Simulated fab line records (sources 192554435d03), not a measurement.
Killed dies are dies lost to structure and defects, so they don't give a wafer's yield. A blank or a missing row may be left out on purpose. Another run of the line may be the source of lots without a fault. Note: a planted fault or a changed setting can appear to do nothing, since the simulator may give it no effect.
Comparing a struck lot with a sound one | flow n5-finfet | 19 steps out of a route of 1938
Sound: the wafers L739.2, L739.4, L739.6. Struck: wafers L736.2, L736.3, L736.4. The cause is given at the end.
At each step with rows: each side's tool, then ch and its chambers, then its first start. Under that, the readings that differ: sound wafers | struck wafers | difference of the means | sigmas: that difference in standard deviations of wafers without a fault.
alike: readings with means less than 2 such deviations apart, plus words and numbers identical on both sides. not compared: withheld readings, readings lacking a value on some wafer, bounds such as >300 that could conceal the same value, and numbers that have no deviation in the record and whose values overlap.
Wherever a step has rows on one side only, a row that says differs or no value, or a row with sigmas, the two part there. Non-overlapping numbers with no deviation appear without sigmas and do not part them. A reading that every wafer of one side lacks parts them only if that side has two wafers or more.

first, 9 steps without rows for these wafers: N5_BEOL_M7_DESCUM_16 (chemistry O2, time 7.9 s); N5_BEOL_M7_ETCH_61 (etches SiARC in CF4, target depth 45.5 nm, time 75.8 s); N5_BEOL_M7_ETCH_62 (etches SOC in N2/H2, target depth 110 nm, overetch 22 nm, time 165 s); N5_BEOL_M7_STRIP_68 (strips in N2/H2); N5_BEOL_M7_STRIP_67 (strips in CF4); N5_BEOL_M7_HM_OPEN_17 (chemistry Cl2/BCl3, target TiN, target depth 20 nm, overetch 6 nm); N5_BEOL_M7_STRIP_19 (strips in O2); N5_BEOL_M7_COAT_63 (time 60 s, resist thk 60 nm); N5_BEOL_M7_COAT_64 (time 60 s, resist thk 12 nm).
N5_BEOL_M7_COAT_71: time 60 s, resist thk 5 nm.
  sound on litho-track-04 ch 0, day 15 09:42; struck on litho-track-05 ch 0, day 14 00:20
  reading              | sound                | struck               | difference | sigmas
  spin-speed-rpm (rpm) | 1500.7 1500.8 1500.6 | 1571.0 1572.9 1571.7 | +71.2      | +71
  alike: chill-plate-temp-C
then, 7 steps without rows for these wafers: N5_BEOL_M7_COAT_22 (resist thk 30 nm); N5_BEOL_M7_EBR_24; N5_BEOL_M7_SOFTBAKE_23 (time 60 s); N5_BEOL_M7_EXPOSE_25 (exposes mask V6, target cd 40 nm); N5_BEOL_M7_PEB_26 (peb time 60 s); N5_BEOL_M7_DEVELOP_27 (develop time 30 s); N5_BEOL_M7_DESCUM_33 (chemistry O2, time 7 s).
N5_BEOL_M7_ETCH_72: etches underlayer in N2/H2, target depth 6.5 nm, time 5.2 s.
  sound on rie-diel-01 ch 0,1,2, day 15 10:17; struck on rie-diel-06 ch 0,2,3, day 14 01:11
  reading                  | sound             | struck            | difference | sigmas
  model.etch.depth-nm (nm) | 4.987 4.961 4.996 | 4.882 4.883 4.886 | -0.098     |
  alike: drypump-motor-current-A, etch-rf-on-time-s, h2-flow-sccm, n2-flow-sccm, oes-product-au, rf-vpp-V, showerhead-plenum-p-Torr, throttle-valve-pct
  not compared: rf-hours-counter-h
then, 1 step without rows for these wafers: N5_BEOL_M7_ETCH_65 (etches SiARC in CF4, target depth 15.6 nm, time 26 s).

## WHERE THEY PART
N5_BEOL_M7_COAT_71 only, going by this record. Later steps at which nothing parts them and some readings are alike: N5_BEOL_M7_ETCH_72.

WHY: whatever the simulator had introduced
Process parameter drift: litho-track-05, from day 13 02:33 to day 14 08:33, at N5_BEOL_M7_COAT_71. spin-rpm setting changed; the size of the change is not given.
